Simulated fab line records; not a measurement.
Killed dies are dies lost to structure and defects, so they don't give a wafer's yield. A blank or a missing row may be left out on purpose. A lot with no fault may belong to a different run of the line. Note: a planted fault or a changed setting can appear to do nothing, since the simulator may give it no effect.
Split-lot experiment ; flow n5 finfet ; 21 wafers read across 7 lots, on a route 1938 steps long

== ABOUT THE SPLIT ==
At N5_SD_EPI_N_EPI_21 (deposits Si:P, time 690 s), the setting epi growth time s was moved away from the recipe's 690 s on 9 of the 21 wafers read, by -3.8% to +8.4%. The other wafers ran this setting at the recipe's value.

== FROM THE SPLIT TO THE READING: what the file shows between them, 6 steps ==
- N5_SD_EPI_P_COAT_34: time 60 s, resist thk 350 nm (also split here: spin rpm)
- N5_SD_EPI_P_COAT_35: time 60 s, resist thk 35 nm
- N5_SD_EPI_P_COAT_03: resist thk 150 nm
- N5_SD_EPI_P_EPI_21: deposits SiGe:B, time 355 s
- N5_SD_EPI_P_HM_STRIP_48: strips SiNx in H3PO4, material SiNx, target depth 3 nm
- N5_SD_EPI_P_SRD_49: time 30 s

== THE READING ==
Si-P_of_SD_EPI_N_EPI_21.thk nm (the simulator's own value, which no gauge read), in nm, at N5_SD_EPI_P_PRECLEAN_24 (cleans in O3/DIW, time 45 s). The file does not state a usual value for it. Here, 12 wafers ran the recipe; their average is 58.0 nm with a standard deviation of 0.69 nm.

wafer;tool, chamber at the split;epi growth time s as run, s;against the recipe;Si-P_of_SD_EPI_N_EPI_21.thk nm, nm;against lot-mates on the recipe
L075.3;epi rpcvd-03, 0;690;recipe;58.4;-
L075.4;epi rpcvd-03, 0;690;recipe;58.2;-
L075.6;epi rpcvd-03, 0;690;recipe;58;-
L076.3;epi rpcvd-03, 0;690;recipe;59;-
L076.5;epi rpcvd-03, 0;690;recipe;59;-
L076.6;epi rpcvd-03, 0;668.4;-3.1%;58.4;-0.6
L080.1;epi rpcvd-03, 0;663.5;-3.8%;56.8;-1.6
L080.2;epi rpcvd-03, 0;663.5;-3.8%;56.6;-1.8
L080.3;epi rpcvd-03, 0;690;recipe;58.4;-
L081.1;epi rpcvd-02, 0;690;recipe;57.2;-
L081.2;epi rpcvd-02, 0;690;recipe;58;-
L081.4;epi rpcvd-02, 0;690;recipe;57;-
L083.2;epi rpcvd-01, 0;748.3;+8.4%;62.2;+3.6
L083.5;epi rpcvd-01, 0;690;recipe;58.6;-
L083.6;epi rpcvd-01, 0;748.3;+8.4%;61.8;+3.2
L085.4;epi rpcvd-02, 0;690;recipe;57;-
L085.5;epi rpcvd-02, 0;719.3;+4.2%;58.8;+1.8
L085.6;epi rpcvd-02, 0;719.3;+4.2%;58.8;+1.8
L092.2;epi rpcvd-02, 0;690;recipe;57.4;-
L092.5;epi rpcvd-02, 0;718.1;+4.1%;59.4;+2.0
L092.6;epi rpcvd-02, 0;718.1;+4.1%;58.8;+1.4

THE FIT
A straight line over all 21 wafers: Si-P_of_SD_EPI_N_EPI_21.thk nm changes by +0.359 nm for each +1% of epi growth time s; r = +0.85; the points scatter about the line by 0.77 nm.
The same after taking each lot's own level away (the mean of its wafers on the recipe; 21 wafers): +0.401 nm for each +1%; r = +0.98; scatter 0.27 nm.
The reading moves by 3.4 nm for the largest change in epi growth time s, on that fit.
Across the lots, their own levels run from 57.00 to 59.00 nm, a range of 2.9 times the standard deviation given above.
Thus the slope moves with the lot-to-lot level: the two fits are different.
Check: for one of the wafers moved furthest among these (+8.4%), held out of the fit, the line's prediction against its lot-mates is +3.35 nm. It came out at +3.6 nm against them.

== THESE WAFERS: OTHER SPLITS ==
These wafers also went through other splits before the reading. Each is held against what the fit with the lots' levels taken away leaves over:
other split on the same wafers;wafers away from the commonest value;r with Si-P_of_SD_EPI_N_EPI_21.thk nm (lot level and that fit taken away)
N5_SD_EPI_P_COAT_34 spin rpm;7;+0.02

== THE WHOLE CHAIN: every reading that the file lists as answering this split, in the file's order ==
step;what it does;reading;change (the file's fit);r (the file's)
N5_SD_EPI_N_EPI_21;deposits Si:P, time 690 s;Si-P_of_SD_EPI_N_EPI_21.thk nm (the simulator's own value, which no gauge read);+0.394 nm for each +1% of the setting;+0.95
N5_SD_EPI_P_HM_STRIP_48;strips SiNx in H3PO4, material SiNx, target depth 3 nm;Si-P_of_SD_EPI_N_EPI_21.thk nm (the simulator's own value, which no gauge read);+0.412 nm for each +1% of the setting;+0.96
N5_SD_EPI_P_PRECLEAN_24;cleans in O3/DIW, time 45 s;Si-P_of_SD_EPI_N_EPI_21.thk nm (the simulator's own value, which no gauge read);+0.396 nm for each +1% of the setting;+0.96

== FILE'S OWN FIT ==
Si-P_of_SD_EPI_N_EPI_21.thk nm changes by +0.396 nm for each +1% of epi growth time s, r = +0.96.
